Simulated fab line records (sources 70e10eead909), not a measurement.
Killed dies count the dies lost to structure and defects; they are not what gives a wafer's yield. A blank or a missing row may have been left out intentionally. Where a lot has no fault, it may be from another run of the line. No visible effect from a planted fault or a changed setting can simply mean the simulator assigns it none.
Struck lot and sound lot, side by side	flow nand-harc	14 steps out of a route of 1159
Sound: the wafers L380.2, L380.4, L380.6. The struck wafers were L391.2, L391.5, L391.6. The cause is given at the end.
At each step with rows: each side's tool, then ch and its chambers, then its first start. Under that, the readings that differ: sound wafers	struck wafers	difference of the means	sigmas: that difference in standard deviations of wafers without a fault.
alike: readings with means less than 2 such deviations apart, plus words and numbers identical on both sides. not compared: withheld readings, readings lacking a value on some wafer, bounds such as >300 that could conceal the same value, and numbers that have no deviation in the record and whose values overlap.
The two part at a step that has a row with sigmas, a row that says differs or no value, or rows on one side only. When numbers do not overlap yet have no deviation, they are printed without sigmas and do not part them. Lack of a reading on every wafer of one side parts them only where that side has two or more wafers.

first, 4 steps without rows for these wafers: NHARC_A_WL_FILL_STRIP_28 (strips in post etch residue remover, time 1200 s); NHARC_A_WL_FILL_PRECLEAN_06 (cleans in DIW, time 300 s); NHARC_A_WL_FILL_SRD_07; NHARC_A_WL_FILL_ANNEAL_08 (time 1800 s).
NHARC_A_WL_FILL_ALD_10: deposits SiO2, target thk 50 nm, pulse time 10 s, ald cycles 500.
  sound on ald-hk-04 ch 0,1,3, day 15 08:49; struck on ald-hk-01 ch 2,3, day 17 22:13
reading	sound	struck	difference	sigmas
heater-power-w (W)	472 473 479	385 388 377	-91	-2
  alike: precursor-pulse-height-rel
NHARC_A_WL_FILL_ETCHBACK_16: etches the open film in C4F8/O2/Ar, target depth 88 nm, time 17.6 s.
  sound on rie-diel-08 ch 0,2,3; struck on rie-diel-03 ch 0,1,2
  alike: chamber-pressure-mTorr, oes-product-au, rf-vpp-V
  not compared: rf-hours-counter-h
NHARC_A_WL_FILL_STRIP_29: strips in O2, time 20 s.
  sound on rie-diel-08 ch 0,2, day 15 14:35; struck on rie-diel-03 ch 1,2, day 18 03:01
  alike: chamber-pressure-mTorr, drypump-motor-current-A, oes-product-au, rf-vpp-V, showerhead-plenum-p-Torr, throttle-valve-pct
  not compared: rf-hours-counter-h
NHARC_A_WL_FILL_ETCHBACK_17: etches the open film in Cl2/BCl3, target depth 4 nm, time 26.7 s.
  sound on rie-metal-01 ch 0, day 15 14:40; struck on rie-metal-01 ch 0,1, day 18 03:07
  alike: chamber-pressure-mTorr, drypump-motor-current-A, oes-product-au
  not compared: rf-hours-counter-h
then, 3 steps without rows for these wafers: NHARC_A_WL_FILL_PRECLEAN_18 (cleans in dHF, time 30 s); NHARC_A_WL_FILL_SRD_21; NHARC_A_WL_FILL_CVD_23 (deposits poly-Si, target thk 40 nm, time 800 s).
NHARC_A_WL_FILL_ETCHBACK_26: etches the open film in HBr, target depth 52 nm, time 13.3 s.
  sound on rie-si-03 ch 1,3, day 15 19:45; struck on rie-si-03 ch 1,2,3, day 18 08:27
reading	sound	struck	difference	sigmas
oes-product-au (a.u.)	1.006 1.001 1.006	0.688 0.688 0.693	-0.315	-40
  alike: chamber-pressure-mTorr, drypump-motor-current-A, hbr-flow-sccm, throttle-valve-pct
  not compared: rf-hours-counter-h
then, 1 step without rows for these wafers: NHARC_A_WL_FILL_PRECLEAN_30 (cleans in dHF, time 10 s).
-- break in the record here, with 4 days between the starts of the struck wafers on either side (left off in module A_WL_FILL, picked up again in module END, where the first step shown is number 1159 on the route) --
NHARC_END_SORT_01:
  sound on prober-01 ch 0, day 20 14:24; struck on prober-01 ch 0, day 22 05:29
reading	sound	struck	difference	sigmas
killed-at-array	22 21 19	654 667 661	+640	+58
killed-dies	25 22 20	658 668 666	+642	+58
  alike: killed-at-other, killed-at-periphery, killed-open, killed-short

== WHERE THEY PART ==
First at NHARC_A_WL_FILL_ALD_10; last, within this record, at NHARC_END_SORT_01.

WHY: whatever the simulator had introduced
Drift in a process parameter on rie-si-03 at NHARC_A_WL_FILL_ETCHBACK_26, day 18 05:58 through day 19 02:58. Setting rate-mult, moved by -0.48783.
